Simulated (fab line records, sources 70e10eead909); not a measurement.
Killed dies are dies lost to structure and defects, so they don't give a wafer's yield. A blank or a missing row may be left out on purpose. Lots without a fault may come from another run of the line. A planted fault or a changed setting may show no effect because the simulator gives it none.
fab line records | flow nand_harc
record lots=24 wafers=72 last_day=33
route steps=1302 shown P_GATE@148 P_CONTACT@252 P_M0@265
lots that met no fault: from a run of the same line without faults
start_h: hours from the record's first day to the start of the lot's first wafer shown | wait_h: hours since the lot's step before | " the same as in the row above | L1.1+2: a row that stands for several wafers | - no value, or no start given | * or withheld: withheld | < > ~ a bound
route shown NAME@n: a module of which the file shows steps, and the number in the route of the first | usual: mean/standard deviation of fault-free wafers | same: alike in all rows | chamber/n: place in a boat | sites: the reading at each site | _std_site: their standard deviation | _edge_site: outer sites' mean less inner sites' | radius_mm: how far each site lies from the wafer's centre | mask NAME#n: copy n | behind: the tool/chamber that last shaped the wafer | hold: why the lot was held/for how many hours/how that ended | device: the transistor (n, p or np) that didn't switch | end of line: the same wafers' tests at the end of the route | a step without rows: its recipe alone | killed: dies lost to structure and defects at the first sort, not the wafer's yield | map: a wafer's dies, x killed, . not, _ none there
set.NAME: the setting as run; set.NAME@STEP: as run at that earlier step | model.NAME: the simulator's own value behind a step, which no gauge read
steps of the route over a sample of lots; a table a step, a row a wafer
services: from which hour (start_h, from the record's first day; less than 0 if before it) a tool's chamber was out of use, for how many hours, and why
## steps
# step NHARC_P_GATE_ETCH_114
# recipe target_depth_a=300 overetch_a=30 time_s=16.5 ion_energy_ev=100 cf4_flow_sccm=80 o2_flow_sccm=20 ar_flow_sccm=0 rf_w=300 bias_w=100 chemistry=CF4/O2
# usual chamber_pressure_mTorr=29.997/0.027 drypump_motor_current_A=5.5/0.31 oes_product_au=0.997/0.0083 rf_vpp_V=197.8/1.3 showerhead_plenum_p_Torr=1.34/0.051 throttle_valve_pct=13.395/0.0098
# columns lot.wafer tool chamber start_h wait_h chamber_pressure_mTorr drypump_motor_current_A oes_product_au rf_hours_counter_h rf_vpp_V showerhead_plenum_p_Torr throttle_valve_pct
L074.1 rie_diel-04 0 - - 30.034 5.8 0.993 6 197.7 1.33 13.382
L074.2 " 2 " " 30.021 5.4 0.987 5 199.0 1.35 13.409
L074.6 " 0 " " 30.046 5.8 0.989 - 198.3 1.33 13.408
L075.1 rie_diel-04 1 - - 30.014 5.8 0.992 5 199.9 1.39 13.391
L075.3 " 2 " " 29.993 5.4 0.993 5 199.1 1.34 13.391
L075.6 " 1 " " 30.005 5.8 0.999 - 199.3 1.39 13.395
L076.4 rie_diel-07 2 - - 30.028 5.1 0.992 9 198.5 1.39 13.405
L076.2 " 3 " " 30.049 5.1 0.994 10 199.1 1.39 13.391
L076.3 " 1 " " 30.064 5.4 1.001 9 197.2 1.27 13.387
L077.1 rie_diel-04 0 - - 30.028 5.8 1.004 7 200.1 1.33 13.391
L077.6 " 0 " " 29.985 5.8 1.000 - 198.0 1.33 13.413
L077.5 " 1 " " 30.000 5.8 0.995 - 198.6 1.39 13.400
L078.4 rie_diel-04 1 - - 30.044 5.8 0.990 7 199.0 1.39 13.396
L078.6 " 1 " " 29.998 5.8 0.991 - 198.4 1.39 13.385
L078.5 " 2 " " 30.000 5.4 0.985 - 198.0 1.34 13.409
L079.2 rie_diel-04 3 - - 30.016 5.5 0.995 8 200.0 1.38 13.395
L079.5 " 2 " " 30.038 5.4 0.988 - 197.2 1.34 13.378
L079.6 " 3 " " 29.988 5.5 0.987 - 199.2 1.38 13.391
L080.1 rie_diel-04 1 - - 29.997 5.8 0.999 8 199.0 1.39 13.398
L080.6 " 0 " " 30.000 5.8 1.012 - 198.4 1.33 13.378
L080.4 " 2 " " 29.960 5.4 0.993 - 197.7 1.34 13.385
L081.1 rie_diel-07 3 - - 29.965 5.1 1.010 2 199.2 1.38 13.398
L081.3 " 0 " " 29.988 5.6 0.992 3 199.1 1.37 13.392
L081.6 " 2 " " 30.017 5.1 0.997 - 200.2 1.39 13.397
L082.1 rie_diel-07 3 - - 29.960 5.1 1.003 4 199.4 1.38 13.401
L082.4 " 1 " " 30.004 5.4 0.998 4 196.9 1.27 13.409
L082.2 " 2 " " 30.000 5.1 0.980 4 199.6 1.39 13.388
L083.1 rie_diel-09 1 - - 29.961 5.8 1.001 1 196.6 1.28 13.386
L083.5 " 0 " " 29.967 5.6 0.996 - 195.8 1.25 13.392
L083.6 " 1 " " 29.945 5.8 1.005 - 198.5 1.28 13.396
L084.2 rie_diel-07 1 - - 30.026 5.4 0.991 5 197.0 1.27 13.403
L084.3 " 3 " " 30.027 5.1 0.994 5 199.2 1.38 13.387
L084.5 " 1 " " 30.019 5.4 0.989 - 196.5 1.27 13.397
L085.2 rie_diel-09 1 - - 30.009 5.8 1.005 3 197.1 1.28 13.391
L085.4 " 2 " " 30.024 5.9 1.009 3 196.1 1.26 13.396
L085.5 " 0 " " 29.975 5.6 0.993 - 196.1 1.25 13.386
L086.3 rie_diel-07 0 - - 30.000 5.6 1.006 7 197.3 1.37 13.386
L086.2 " 2 " " 30.050 5.1 0.985 5 200.0 1.39 13.392
L086.1 " 3 " " 29.983 5.1 0.995 6 199.3 1.38 13.390
L087.4 rie_diel-07 1 - - 29.983 5.4 0.990 7 197.3 1.27 13.390
L087.5 " 0 " " 30.035 5.6 0.977 - 198.1 1.37 13.408
L087.6 " 1 " " 29.994 5.4 0.995 - 197.2 1.27 13.383
L088.1 rie_diel-07 2 - - 29.950 5.1 0.987 6 198.8 1.39 13.392
L088.4 " 3 " " 29.979 5.2 1.011 7 199.1 1.38 13.412
L088.3 " 0 " " 29.976 5.6 0.999 8 198.5 1.37 13.383
L089.3 rie_diel-04 3 - - 29.987 5.5 0.996 3 198.2 1.38 13.400
L089.5 " 0 " " 29.989 5.8 1.005 - 197.6 1.32 13.395
L089.6 " 1 " " 29.980 5.8 0.994 - 198.1 1.39 13.399
L090.3 rie_diel-07 2 - - 29.962 5.1 0.995 8 198.8 1.39 13.413
L090.1 " 3 " " 29.994 5.1 0.995 8 197.0 1.38 13.381
L090.5 " 2 " " 30.028 5.1 0.983 - 198.5 1.39 13.387
L091.1 rie_diel-04 2 - - 29.968 5.4 0.994 4 196.9 1.34 13.404
L091.2 " 1 " " 29.976 5.8 0.995 5 198.4 1.38 13.405
L091.5 " 3 " " 30.010 5.5 1.012 - 198.5 1.38 13.400
L092.2 rie_diel-07 0 - - 29.969 5.6 0.984 10 196.9 1.37 13.407
L092.1 " 1 " " 29.968 5.4 1.001 9 196.8 1.27 13.421
L092.4 " 2 " " 30.037 5.1 0.981 8 197.5 1.39 13.387
L093.1 rie_diel-09 3 - - 29.988 6.3 1.007 8 195.9 1.27 13.384
L093.6 " 0 " " 29.989 5.6 0.999 - 195.2 1.25 13.400
L093.5 " 1 " " 29.987 5.9 1.008 - 198.3 1.28 13.387
L095.1 rie_diel-07 2 - - 29.978 5.1 0.994 0 199.4 1.39 13.417
L095.2 " 0 " " 30.003 5.5 1.001 0 198.4 1.37 13.390
L095.5 " 2 " " 29.986 5.1 0.999 - 199.5 1.39 13.369
L094.4 rie_diel-07 1 - - 30.012 5.4 1.008 0 195.6 1.27 13.397
L094.1 " 3 " " 29.975 5.1 0.998 0 197.0 1.38 13.405
L094.6 " 1 " " 30.009 5.4 1.006 - 197.0 1.27 13.399
L096.3 rie_diel-07 1 - - 29.955 5.4 1.004 0 195.4 1.27 13.391
L096.1 " 3 " " 30.018 5.1 0.996 0 197.6 1.38 13.369
L096.6 " 1 " " 30.017 5.3 1.004 - 194.4 1.27 13.396
L097.2 rie_diel-09 0 - - 29.967 5.6 0.995 0 196.1 1.25 13.399
L097.1 " 1 " " 29.977 5.9 0.995 0 196.4 1.28 13.403
L097.4 " 3 " " 29.989 6.3 1.003 0 195.4 1.27 13.415
# step NHARC_P_GATE_STRIP_75
# recipe power_w=1500 temp_c=250 chemistry=O2
# usual drypump_motor_current_A=5.93/0.29 heater_power_w=340/26
# columns lot.wafer tool chamber start_h wait_h drypump_motor_current_A heater_power_w rf_hours_counter_h
L074.2 plasma_asher-02 0 114.02 0.3 6.20 324 8
L074.1 " 1 " " 5.45 312 8
L074.6 " 1 " " 5.43 311 -
L075.1 plasma_asher-01 0 118.69 0.3 6.01 378 24
L075.3 " 0 " " 6.00 375 -
L075.6 " 1 " " 6.08 356 -
L076.2 plasma_asher-01 1 127.91 0.3 6.07 352 25
L076.4 " 1 " " 6.10 357 -
L076.3 " 0 " " 6.03 379 -
L077.1 plasma_asher-02 0 138.63 0.3 6.20 312 14
L077.5 " 0 " " 6.19 318 -
L077.6 " 1 " " 5.44 301 -
L078.4 plasma_asher-02 1 157.25 0.2 5.44 311 -
L078.5 " 1 " " 5.44 310 -
L078.6 " 0 " " 6.20 321 -
L079.2 plasma_asher-01 0 159.89 0.2 6.00 375 31
L079.5 " 1 " " 6.08 346 -
L079.6 " 0 " " 6.02 373 -
L080.1 plasma_asher-02 0 171.51 0.2 6.20 329 22
L080.4 " 0 " " 6.20 326 -
L080.6 " 0 " " 6.19 318 -
L081.1 plasma_asher-02 0 178.88 0.3 6.21 322 24
L081.3 " 0 " " 6.21 319 -
L081.6 " 0 " " 6.21 316 -
L082.2 plasma_asher-01 0 194.36 0.3 6.01 376 3
L082.1 " 1 " " 6.09 356 3
L082.4 " 1 " " 6.08 370 -
L083.1 plasma_asher-02 1 194.79 0.2 5.44 306 27
L083.5 " 1 " " 5.44 309 -
L083.6 " 0 " " 6.19 325 -
L084.2 plasma_asher-02 0 215.14 0.3 6.18 326 31
L084.3 " 1 " " 5.44 306 -
L084.5 " 1 " " 5.45 311 -
L085.2 plasma_asher-02 0 226.92 0.2 6.19 320 33
L085.4 " 0 " " 6.19 325 -
L085.5 " 1 " " 5.43 318 -
L086.2 plasma_asher-02 1 229.11 0.3 5.45 313 33
L086.1 " 0 " " 6.20 318 33
L086.3 " 1 " " 5.44 297 -
L087.4 plasma_asher-02 1 239.41 0.2 5.43 307 -
L087.6 " 1 " " 5.44 316 -
L087.5 " 0 " " 6.19 322 -
L089.3 plasma_asher-01 0 254.98 0.1 6.00 373 -
L089.6 " 1 " " 6.06 360 -
L089.5 " 0 " " 6.04 373 -
L088.1 plasma_asher-01 1 255.32 0.2 6.10 359 16
L088.3 " 0 " " 6.01 377 -
L088.4 " 1 " " 6.11 357 -
L090.1 plasma_asher-01 0 278.69 0.2 6.00 382 21
L090.3 " 1 " " 6.08 356 -
L090.5 " 0 " " 5.98 377 -
L091.2 plasma_asher-01 0 280.51 0.3 6.02 368 22
L091.1 " 1 " " 6.06 360 22
L091.5 " 0 " " 6.03 370 -
L092.1 plasma_asher-02 0 298.58 0.3 6.19 327 8
L092.2 " 1 " " 5.43 304 8
L092.4 " 1 " " 5.43 300 -
L093.1 plasma_asher-01 1 306.72 0.2 6.10 361 27
L093.5 " 1 " " 6.11 351 -
L093.6 " 0 " " 6.01 371 -
L095.1 plasma_asher-01 1 317.44 0.3 6.08 346 29
L095.2 " 0 " " 6.03 380 29
L095.5 " 0 " " 6.02 367 -
L094.1 plasma_asher-02 0 318.09 0.2 6.19 329 12
L094.4 " 0 " " 6.19 325 -
L094.6 " 1 " " 5.44 308 -
L096.1 plasma_asher-01 1 327.92 0.2 6.09 363 32
L096.3 " 0 " " 6.04 372 -
L096.6 " 0 " " 6.02 364 -
L097.2 plasma_asher-01 0 342.11 0.3 6.03 375 34
L097.1 " 1 " " 6.10 349 34
L097.4 " 1 " " 6.08 359 -
# step NHARC_P_GATE_STRIP_113
# recipe power_w=1500 temp_c=110 time_s=740 chemistry=N2/H2
# usual drypump_motor_current_A=5.9/0.31 heater_power_w=90/7.4
# columns lot.wafer tool chamber start_h wait_h drypump_motor_current_A heater_power_w rf_hours_counter_h
L074.1 plasma_asher-02 0 117.25 0.2 6.2 87 9
L074.2 " 1 " " 5.4 80 9
L074.6 " 1 " " 5.4 82 -
L075.1 plasma_asher-01 1 121.75 0.2 6.1 95 24
L075.3 " 0 " " 6.0 101 -
L075.6 " 1 " " 6.1 96 -
L076.2 plasma_asher-02 0 131.08 0.2 6.2 87 11
L076.3 " 0 " " 6.2 85 -
L076.4 " 1 " " 5.4 84 -
L077.1 plasma_asher-02 1 141.90 0.3 5.4 82 14
L077.5 " 0 " " 6.2 85 -
L077.6 " 1 " " 5.4 83 -
L078.4 plasma_asher-01 1 160.48 0.5 6.1 95 -
L078.5 " 0 " " 6.0 101 -
L078.6 " 1 " " 6.1 97 -
L079.2 plasma_asher-01 1 163.07 0.2 6.1 92 32
L079.5 " 1 " " 6.1 94 -
L079.6 " 0 " " 6.0 102 -
L080.1 plasma_asher-02 0 175.11 0.3 6.2 86 23
L080.4 " 1 " " 5.4 84 -
L080.6 " 1 " " 5.4 83 -
L081.1 plasma_asher-01 1 181.93 0.2 6.1 96 1
L081.3 " 0 " " 6.0 100 -
L081.6 " 1 " " 6.1 95 -
L082.2 plasma_asher-01 0 197.57 0.2 6.0 101 4
L082.1 " 1 " " 6.1 96 4
L082.4 " 0 " " 6.0 98 -
L083.1 plasma_asher-02 1 198.09 0.3 5.4 84 28
L083.6 " 0 " " 6.2 86 -
L083.5 " 1 " " 5.4 82 -
L084.2 plasma_asher-01 0 218.41 0.3 6.0 100 9
L084.3 " 1 " " 6.1 95 -
L084.5 " 1 " " 6.1 96 -
L085.2 plasma_asher-01 0 230.19 0.3 6.0 103 11
L085.4 " 1 " " 6.1 97 -
L085.5 " 0 " " 6.0 101 -
L086.2 plasma_asher-02 0 232.15 0.2 6.2 85 34
L086.1 " 1 " " 5.4 84 34
L086.3 " 0 " " 6.2 86 -
L087.4 plasma_asher-02 0 242.95 0.5 6.2 86 -
L087.6 " 1 " " 5.4 81 -
L087.5 " 0 " " 6.2 87 -
L089.3 plasma_asher-01 1 258.21 0.4 6.1 94 -
L089.6 " 1 " " 6.1 96 -
L089.5 " 0 " " 6.0 99 -
L088.1 plasma_asher-02 1 258.84 0.3 5.4 80 0
L088.4 " 0 " " 6.2 83 -
L088.3 " 1 " " 5.4 81 -
L090.1 plasma_asher-02 0 281.73 0.2 6.2 85 5
L090.3 " 1 " " 5.4 82 -
L090.5 " 1 " " 5.4 79 -
L091.1 plasma_asher-01 0 283.68 0.2 6.0 100 23
L091.2 " 1 " " 6.1 95 23
L091.5 " 1 " " 6.1 95 -
L092.2 plasma_asher-01 0 301.61 0.2 6.0 102 26
L092.1 " 1 " " 6.1 94 26
L092.4 " 0 " " 6.0 101 -
L093.1 plasma_asher-02 0 310.01 0.3 6.2 87 10
L093.6 " 1 " " 5.4 80 -
L093.5 " 0 " " 6.2 84 -
L095.1 plasma_asher-02 0 320.50 0.2 6.2 87 13
L095.2 " 1 " " 5.4 81 13
L095.5 " 0 " " 6.2 89 -
L094.1 plasma_asher-02 1 321.40 0.4 5.4 85 13
L094.4 " 1 " " 5.4 81 -
L094.6 " 1 " " 5.4 80 -
L096.1 plasma_asher-01 1 331.08 0.2 6.1 96 33
L096.3 " 0 " " 6.0 100 -
L096.6 " 1 " " 6.1 94 -
L097.2 plasma_asher-02 1 345.28 0.2 5.4 82 18
L097.1 " 0 " " 6.2 88 18
L097.4 " 0 " " 6.2 87 -
# step NHARC_P_CONTACT_INSPECT_27
# usual raw_defect_count=291/110
# columns lot.wafer tool chamber start_h wait_h raw_defect_count
L074.1 defect_inspect-01 - 124.77 0.1 139
L074.2 " - " " 195
L074.6 " - " " 252
L075.1 defect_inspect-01 - 129.21 0.1 240
L075.3 " - " " 256
L075.6 " - " " 373
L076.2 defect_inspect-01 - 138.51 0.1 275
L076.3 " - " " 242
L076.4 " - " " 457
L077.1 defect_inspect-01 - 149.20 0.1 158
L077.5 " - " " 262
L077.6 " - " " 177
L078.4 defect_inspect-01 - 167.40 0.1 307
L078.5 " - " " 475
L078.6 " - " " 486
L079.2 defect_inspect-01 - 170.38 0.1 211
L079.5 " - " " 187
L079.6 " - " " 164
L080.1 defect_inspect-02 - 182.70 0.1 292
L080.4 " - " " 420
L080.6 " - " " 518
L081.1 defect_inspect-01 - 189.80 0.1 126
L081.3 " - " " 195
L081.6 " - " " 138
L082.1 defect_inspect-01 - 205.00 0.1 235
L082.2 " - " " 162
L082.4 " - " " 230
L083.1 defect_inspect-01 - 205.39 0.1 291
L083.5 " - " " 216
L083.6 " - " " 264
L084.2 defect_inspect-02 - 225.61 0.1 290
L084.3 " - " " 185
L084.5 " - " " 116
L085.2 defect_inspect-01 - 238.07 0.1 361
L085.4 " - " " 584
L085.5 " - " " 427
L086.1 defect_inspect-01 - 240.46 0.1 234
L086.2 " - " " 240
L086.3 " - " " 219
L087.4 defect_inspect-02 - 250.00 0.1 405
L087.5 " - " " 437
L087.6 " - " " 259
L089.3 defect_inspect-02 - 265.44 0.1 136
L089.5 " - " " 139
L089.6 " - " " 143
L088.1 defect_inspect-02 - 266.42 0.1 487
L088.3 " - " " 557
L088.4 " - " " 474
L090.1 defect_inspect-01 - 289.28 0.1 209
L090.3 " - " " 270
L090.5 " - " " 293
L091.1 defect_inspect-01 - 291.74 0.1 506
L091.2 " - " " 270
L091.5 " - " " 568
L092.1 defect_inspect-02 - 308.91 0.1 378
L092.2 " - " " 278
L092.4 " - " " 405
L093.1 defect_inspect-02 - 317.30 0.1 375
L093.5 " - " " 337
L093.6 " - " " 210
L095.1 defect_inspect-02 - 327.84 0.1 170
L095.2 " - " " 151
L095.5 " - " " 255
L094.1 defect_inspect-01 - 328.72 0.1 289
L094.4 " - " " 203
L094.6 " - " " 348
L096.1 defect_inspect-01 - 338.48 0.1 281
L096.3 " - " " 260
L096.6 " - " " 466
L097.1 defect_inspect-02 - 352.57 0.1 282
L097.2 " - " " 221
L097.4 " - " " 336
# step NHARC_P_M0_INSPECT_11
# usual raw_defect_count=5/3.1
# columns lot.wafer tool chamber start_h wait_h raw_defect_count
L074.1 defect_inspect-01 - 125.67 0.0 2
L074.2 " - " " 4
L074.6 " - " " 1
L075.1 defect_inspect-01 - 130.24 0.0 4
L075.3 " - " " 6
L075.6 " - " " 6
L076.2 defect_inspect-02 - 139.53 0.0 6
L076.3 " - " " 6
L076.4 " - " " 2
L077.1 defect_inspect-01 - 150.24 0.0 9
L077.5 " - " " 11
L077.6 " - " " 9
L078.4 defect_inspect-01 - 168.30 0.0 7
L078.5 " - " " 3
L078.6 " - " " 5
L079.2 defect_inspect-01 - 171.41 0.0 1
L079.5 " - " " 4
L079.6 " - " " 7
L080.1 defect_inspect-02 - 183.59 0.0 2
L080.4 " - " " 8
L080.6 " - " " 4
L081.1 defect_inspect-02 - 190.82 0.0 16
L081.3 " - " " 10
L081.6 " - " " 5
L082.1 defect_inspect-02 - 206.03 0.0 3
L082.2 " - " " 5
L082.4 " - " " 5
L083.1 defect_inspect-02 - 206.44 0.0 7
L083.5 " - " " 5
L083.6 " - " " 6
L084.2 defect_inspect-01 - 226.52 0.1 5
L084.3 " - " " 3
L084.5 " - " " 1
L085.2 defect_inspect-02 - 238.96 0.0 3
L085.4 " - " " 1
L085.5 " - " " 6
L086.1 defect_inspect-02 - 241.36 0.0 2
L086.2 " - " " 2
L086.3 " - " " 2
L087.4 defect_inspect-02 - 251.03 0.0 5
L087.5 " - " " 2
L087.6 " - " " 3
L089.3 defect_inspect-01 - 266.33 0.0 0
L089.5 " - " " 0
L089.6 " - " " 2
L088.1 defect_inspect-02 - 267.31 0.0 2
L088.3 " - " " 3
L088.4 " - " " 4
L090.1 defect_inspect-01 - 290.30 0.0 6
L090.3 " - " " 4
L090.5 " - " " 4
L091.1 defect_inspect-02 - 292.78 0.0 3
L091.2 " - " " 4
L091.5 " - " " 2
L092.1 defect_inspect-01 - 309.93 0.0 2
L092.2 " - " " 5
L092.4 " - " " 1
L093.1 defect_inspect-01 - 318.67 0.0 6
L093.5 " - " " 5
L093.6 " - " " 7
L095.1 defect_inspect-02 - 328.87 0.0 11
L095.2 " - " " 6
L095.5 " - " " 5
L094.1 defect_inspect-02 - 329.96 0.0 7
L094.4 " - " " 8
L094.6 " - " " 9
L096.1 defect_inspect-02 - 339.51 0.0 2
L096.3 " - " " 6
L096.6 " - " " 2
L097.1 defect_inspect-02 - 353.48 0.0 10
L097.2 " - " " 6
L097.4 " - " " 8
# step NHARC_P_M0_PRE_CLEAN_29
# recipe time_s=30 temp_c=280 gas=H2/He
# usual heater_power_w=392/44 susceptor_temp_C=280.02/0.17
# columns lot.wafer tool chamber start_h wait_h heater_power_w susceptor_temp_C
L074.1 pvd_sputter-03 - - - 337 280.22
L074.2 " - " " 405 279.59
L074.6 " - " " 411 280.07
L075.3 pvd_sputter-02 - - - 339 279.97
L075.1 " - " " 393 280.15
L075.6 " - " " 348 280.01
L076.2 pvd_sputter-01 - - - 418 279.95
L076.4 " - " " 359 279.86
L076.3 " - " " 385 280.25
L077.1 pvd_sputter-01 - - - 436 -
L077.6 " - " " 359 -
L077.5 " - " " 384 -
L078.4 pvd_sputter-02 - - - 412 280.28
L078.6 " - " " 327 279.81
L078.5 " - " " 358 279.94
L079.2 pvd_sputter-01 - - - 380 280.02
L079.5 " - " " 365 280.12
L079.6 " - " " 381 279.90
L080.1 pvd_sputter-03 - - - 467 280.06
L080.4 " - " " 345 280.04
L080.6 " - " " 388 280.41
L081.1 pvd_sputter-03 - - - 392 -
L081.3 " - " " 459 -
L081.6 " - " " 374 -
L082.1 pvd_sputter-02 - - - 346 280.38
L082.4 " - " " 489 279.71
L082.2 " - " " 337 280.04
L083.1 pvd_sputter-01 - - - 389 279.86
L083.6 " - " " 386 280.06
L083.5 " - " " 429 279.82
L084.2 pvd_sputter-02 - - - 481 280.10
L084.3 " - " " 358 280.11
L084.5 " - " " 411 279.83
L085.4 pvd_sputter-02 - - - 403 280.20
L085.2 " - " " 348 279.89
L085.5 " - " " 417 279.93
L086.2 pvd_sputter-02 - - - 354 280.09
L086.3 " - " " 473 280.12
L086.1 " - " " 340 280.10
L087.4 pvd_sputter-03 - - - 385 279.83
L087.6 " - " " 384 280.16
L087.5 " - " " 394 280.04
L089.3 pvd_sputter-02 - - - 346 279.91
L089.6 " - " " 333 280.37
L089.5 " - " " 348 279.85
L088.3 pvd_sputter-01 - - - 382 280.09
L088.4 " - " " 422 279.88
L088.1 " - " " 354 280.02
L090.1 pvd_sputter-03 - - - 388 279.89
L090.3 " - " " 466 279.96
L090.5 " - " " 341 280.04
L091.2 pvd_sputter-03 - - - 387 279.79
L091.1 " - " " 348 280.08
L091.5 " - " " 381 280.05
L092.1 pvd_sputter-03 - - - 381 280.00
L092.2 " - " " 462 280.06
L092.4 " - " " 338 279.99
L093.1 pvd_sputter-01 - - - 411 280.26
L093.6 " - " " 425 280.27
L093.5 " - " " 416 279.98
L095.1 pvd_sputter-02 - - - 477 280.51
L095.2 " - " " 341 280.02
L095.5 " - " " 477 280.44
L094.1 pvd_sputter-01 - - - 377 279.95
L094.4 " - " " 433 279.98
L094.6 " - " " 371 279.80
L096.1 pvd_sputter-01 - - - 359 280.03
L096.3 " - " " 419 280.15
L096.6 " - " " 416 280.19
L097.1 pvd_sputter-02 - - - 493 280.02
L097.2 " - " " 362 280.04
L097.4 " - " " 381 279.99
## services
# columns tool chamber start_h hours kind
plasma_asher-01 - 85.73 14.7 repair
rie_diel-04 3 86.96 2.7 repair
plasma_asher-01 - 101.70 3.2 repair
plasma_asher-02 - 103.84 2.3 repair
pvd_sputter-02 - 104.08 10.0 pm
rie_diel-07 - 114.53 0.2 repair
rie_diel-07 - 117.20 9.0 pm
pvd_sputter-01 - 126.84 5.6 repair
rie_diel-07 - 137.05 0.2 repair
plasma_asher-01 - 165.00 9.0 pm
rie_diel-04 - 177.98 9.0 pm
rie_diel-07 1 216.31 2.7 repair
rie_diel-04 2 218.43 1.9 repair
pvd_sputter-01 - 226.02 10.0 pm
plasma_asher-02 - 242.15 0.3 repair
plasma_asher-02 - 249.22 9.0 pm
rie_diel-07 1 261.29 3.8 repair
plasma_asher-02 - 272.82 0.7 repair
pvd_sputter-02 - 282.08 10.0 pm
rie_diel-04 0 284.99 1.9 repair
pvd_sputter-01 - 287.67 6.3 repair
rie_diel-07 - 294.21 9.0 pm
rie_diel-07 1 335.23 119.6 repair
plasma_asher-01 - 342.18 9.0 pm
## key
fault none
